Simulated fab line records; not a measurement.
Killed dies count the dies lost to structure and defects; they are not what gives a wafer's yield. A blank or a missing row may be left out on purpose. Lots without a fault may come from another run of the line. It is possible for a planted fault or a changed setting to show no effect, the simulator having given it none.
Chamber matching || flow n5-finfet || N5_FIN_CUT_ETCH_20 on rie-diel-02: 4 sister chambers
The step etches SiARC in CF4, target depth 26 nm, time 43.3 s. 4 wafers are shown with their chamber, then 8 later ones without.

== WAFERS WITH THEIR CHAMBER ==
{"wafer": "L089.1", "chamber": 3, "showerhead-plenum-p-Torr (Torr)": 2.09}
{"wafer": "L089.2", "chamber": 0, "showerhead-plenum-p-Torr (Torr)": 2.02}
{"wafer": "L089.4", "chamber": 2, "showerhead-plenum-p-Torr (Torr)": 2.21}
{"wafer": "L090.3", "chamber": 1, "showerhead-plenum-p-Torr (Torr)": 2.26}

== WAFERS WHOSE CHAMBER IS MISSING ==
{"wafer": "L090.4", "showerhead-plenum-p-Torr (Torr)": 2.21}
{"wafer": "L090.6", "showerhead-plenum-p-Torr (Torr)": 2.26}
{"wafer": "L094.2", "showerhead-plenum-p-Torr (Torr)": 2.26}
{"wafer": "L094.3", "showerhead-plenum-p-Torr (Torr)": 2.08}
{"wafer": "L094.4", "showerhead-plenum-p-Torr (Torr)": 2.02}
{"wafer": "L096.1", "showerhead-plenum-p-Torr (Torr)": 2.02}
{"wafer": "L096.2", "showerhead-plenum-p-Torr (Torr)": 2.20}
{"wafer": "L096.5", "showerhead-plenum-p-Torr (Torr)": 2.26}

== WHICH CHAMBER EACH ONE RAN IN ==
{"wafer": "L090.4", "from the rows above": 2, "in truth": 2}
{"wafer": "L090.6", "from the rows above": 1, "in truth": 1}
{"wafer": "L094.2", "from the rows above": 1, "in truth": 1}
{"wafer": "L094.3", "from the rows above": 3, "in truth": 3}
{"wafer": "L094.4", "from the rows above": 0, "in truth": 0}
{"wafer": "L096.1", "from the rows above": 0, "in truth": 0}
{"wafer": "L096.2", "from the rows above": 2, "in truth": 2}
{"wafer": "L096.5", "from the rows above": 1, "in truth": 1}
8 of 8 placed correctly. Number that these rows cannot place: 0. Number placed wrongly: 0.
How it was worked out, from the rows above alone: a wafer's distance from a chamber is the root of the sum, over the readings, of the square of ((its reading less the chamber's mean) divided by the reading's scatter). If the next closest chamber is less than 2 further off than the closest, the wafer can't be placed; otherwise it belongs to the closest. The mean given for a chamber averages the wafers shown for that chamber. The scatter: with one shown wafer a chamber, the root of the mean of the squares of how far each hidden wafer lies from its nearest shown one.
